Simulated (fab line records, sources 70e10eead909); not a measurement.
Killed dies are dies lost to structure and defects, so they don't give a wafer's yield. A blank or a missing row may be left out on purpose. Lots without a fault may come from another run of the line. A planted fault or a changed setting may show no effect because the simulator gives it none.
Which tool did it? | flow nand_harc | 6 lots, 18 wafers sampled, at 5 steps of a route of 1159

WHAT THE GAUGES READ, wafer by wafer
NHARC_END_SORT_01.
lot  | measured     | on        | killed_at_array
L139 | day 21 21:16 | prober-01 | 150 85 89

WHICH TOOL RAN EACH LOT (tool, then ch and the chambers of the sampled wafers, then the start)
lot  | NHARC_A_STAIRCASE_ETCH_294         | NHARC_THIN_TSV_DEP_47           | NHARC_THIN_TSV_ETCHBACK_48         | NHARC_THIN_TSV_ANNEAL_52
L133 | rie_diel-03 ch 0,2,3, day 11 19:15 | pecvd-03 ch 0,1,2, day 19 01:51 | rie_diel-04 ch 0,2,3, day 19 02:17 | rtp_anneal-01 ch 0, day 19 04:03
L139 | rie_diel-03 ch 0,3, day 13 16:41   | pecvd-03 ch 1,2, day 21 07:08   | rie_diel-04 ch 1,2,3, day 21 07:34 | rtp_anneal-01 ch 0, day 21 09:14
L146 | rie_diel-08 ch 1,3, day 15 02:15   | pecvd-03 ch 1,2, day 22 14:19   | rie_diel-09 ch 0,1,2, day 22 14:45 | rtp_anneal-01 ch 0, day 22 16:23
L149 | rie_diel-08 ch 0,2,3, day 15 17:16 | pecvd-04 ch 0,1, day 22 23:25   | rie_diel-11 ch 0,1,3, day 22 23:49 | rtp_anneal-02 ch 0, day 23 01:38
L152 | rie_diel-08 ch 0,1,2, day 16 12:46 | pecvd-02 ch 0,1,2, day 23 19:57 | rie_diel-09 ch 0,2,3, day 23 20:24 | rtp_anneal-02 ch 0, day 23 22:07
L154 | rie_diel-03 ch 0,2,3, day 17 00:29 | pecvd-03 ch 0,2, day 24 11:31   | rie_diel-04 ch 0,1,2, day 24 11:55 | rtp_anneal-01 ch 0, day 24 13:44
- NHARC_A_STAIRCASE_ETCH_294: etches the open film in C4F8/O2/Ar, target depth 4992 nm, time 1212.4 s.
- NHARC_THIN_TSV_DEP_47: deposits SiO2, target thk 200 nm.
- NHARC_THIN_TSV_ETCHBACK_48: etches the open film in C4F8/Ar, target depth 1028.5 nm, time 405.17 s.
- NHARC_THIN_TSV_ANNEAL_52: time 90 s.

THE ANSWER, worked out from the rows above alone
Rule: what is usual is taken from the lots themselves. Put in order of their means at a reading, lots are off if they are a third of the lots or fewer, leave a main group of 4 or more, and stand apart from it by a gap of 3 or more times the standard deviation of the main group's means; of several such gaps the widest counts. A main group whose means are all the same, to the digits that the tables above print for the reading, isn't used. A lot without any number at a reading at which 4 lots or more have one is off too. The other lots that the step has rows for count as sound.
No lot is off at any reading shown: from this, nothing can be told.

WHAT THE SIMULATOR HAD PUT IN
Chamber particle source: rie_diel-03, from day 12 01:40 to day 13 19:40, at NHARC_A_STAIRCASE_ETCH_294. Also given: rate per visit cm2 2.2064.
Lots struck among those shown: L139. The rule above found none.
